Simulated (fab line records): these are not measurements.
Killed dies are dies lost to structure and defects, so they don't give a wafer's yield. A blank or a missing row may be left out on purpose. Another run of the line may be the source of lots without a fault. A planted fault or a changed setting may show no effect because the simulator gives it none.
Matching of chambers | flow nand harc | 3 sister chambers for NHARC_P_M2_DEP_33 on pecvd-02
The step deposits SiCN, target thk 30 nm. 3 wafers are shown with their chamber, then 12 later ones without.

## WAFERS, EACH WITH ITS CHAMBER
wafer  | chamber | heater power w (W)
L088.1 | 0       | 503
L088.2 | 2       | 631
L088.4 | 1       | 519

## WAFERS WITHOUT THEIR CHAMBER
wafer  | heater power w (W)
L090.1 | 586
L090.4 | 581
L090.6 | 662
L093.1 | 592
L093.4 | 449
L093.5 | 585
L095.2 | 462
L095.5 | 587
L095.6 | 469
L096.1 | 662
L096.5 | 530
L096.6 | 634

## EACH ONE'S CHAMBER
wafer  | from the rows above          | in truth
L090.1 | can't be placed: 2 or 1 or 0 | 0
L090.4 | can't be placed: 2 or 1 or 0 | 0
L090.6 | 2                            | 2
L093.1 | can't be placed: 2 or 1 or 0 | 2
L093.4 | can't be placed: 0 or 1      | 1
L093.5 | can't be placed: 2 or 1 or 0 | 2
L095.2 | can't be placed: 0 or 1      | 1
L095.5 | can't be placed: 2 or 1 or 0 | 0
L095.6 | can't be placed: 0 or 1      | 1
L096.1 | 2                            | 2
L096.5 | can't be placed: 1 or 0      | 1
L096.6 | 2                            | 2
Correct placement for 3 of the 12. From these rows, 9 cannot be placed; in 9 the true chamber is one of the candidates. Wrongly placed: 0.
How it was worked out, from the rows above alone: a wafer's distance from a chamber is the root of the sum, over the readings, of the square of ((its reading less the chamber's mean) divided by the reading's scatter). The wafer belongs to the nearest chamber; if the next one is less than 2 further off, it can't be placed. The mean given for a chamber averages the wafers shown for that chamber. The scatter: root of mean squared gap, hidden wafer to nearest shown wafer, with one shown wafer a chamber.
